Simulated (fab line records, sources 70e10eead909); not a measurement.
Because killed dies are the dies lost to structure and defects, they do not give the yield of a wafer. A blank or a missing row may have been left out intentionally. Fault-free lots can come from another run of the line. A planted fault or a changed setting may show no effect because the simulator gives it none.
Chamber matching    flow nand_harc    pecvd-04 running NHARC_A_BONDPAD_DEP_00: 3 sister chambers
The step deposits SiCN, target thk 250 nm. 6 wafers are shown with their chamber, then 12 later ones without.

== WAFERS, EACH WITH ITS CHAMBER ==
wafer   chamber  showerhead_vpp_V (V)  heater_power_w (W)
L089.1  2        1405                  593
L089.2  0        1319                  526
L089.3  1        1260                  664
L091.1  1        1275                  568
L091.3  2        1400                  559
L091.4  0        1302                  481

== WAFERS MISSING THEIR CHAMBER ==
wafer   showerhead_vpp_V (V)  heater_power_w (W)
L092.1  1270                  573
L092.3  1373                  612
L092.4  1386                  606
L093.2  1407                  611
L093.4  1252                  681
L093.5  1308                  539
L095.1  1269                  553
L095.3  1324                  515
L095.5  1274                  534
L094.1  1265                  581
L094.3  1312                  564
L094.4  1390                  565

== EACH ONE'S CHAMBER ==
wafer   from the rows above      in truth
L092.1  1                        1
L092.3  2                        2
L092.4  2                        2
L093.2  2                        2
L093.4  1                        1
L093.5  0                        0
L095.1  1                        1
L095.3  0                        0
L095.5  can't be placed: 1 or 0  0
L094.1  1                        1
L094.3  0                        0
L094.4  2                        2
Correctly placed: 11 of 12. From these rows, 1 cannot be placed; in 1 the true chamber is one of the candidates. Placed wrongly: 0.
How it was worked out, from the rows above alone: a wafer's distance from a chamber is the root of the sum, over the readings, of the square of ((its reading less the chamber's mean) divided by the reading's scatter). If the next closest chamber is less than 2 further off than the closest, the wafer can't be placed; otherwise it belongs to the closest. A chamber's mean is the mean of its shown wafers. The scatter is the square root of a quotient: the sum, over the shown wafers, of each reading's squared deviation from its chamber's mean, divided by wafers minus chambers.
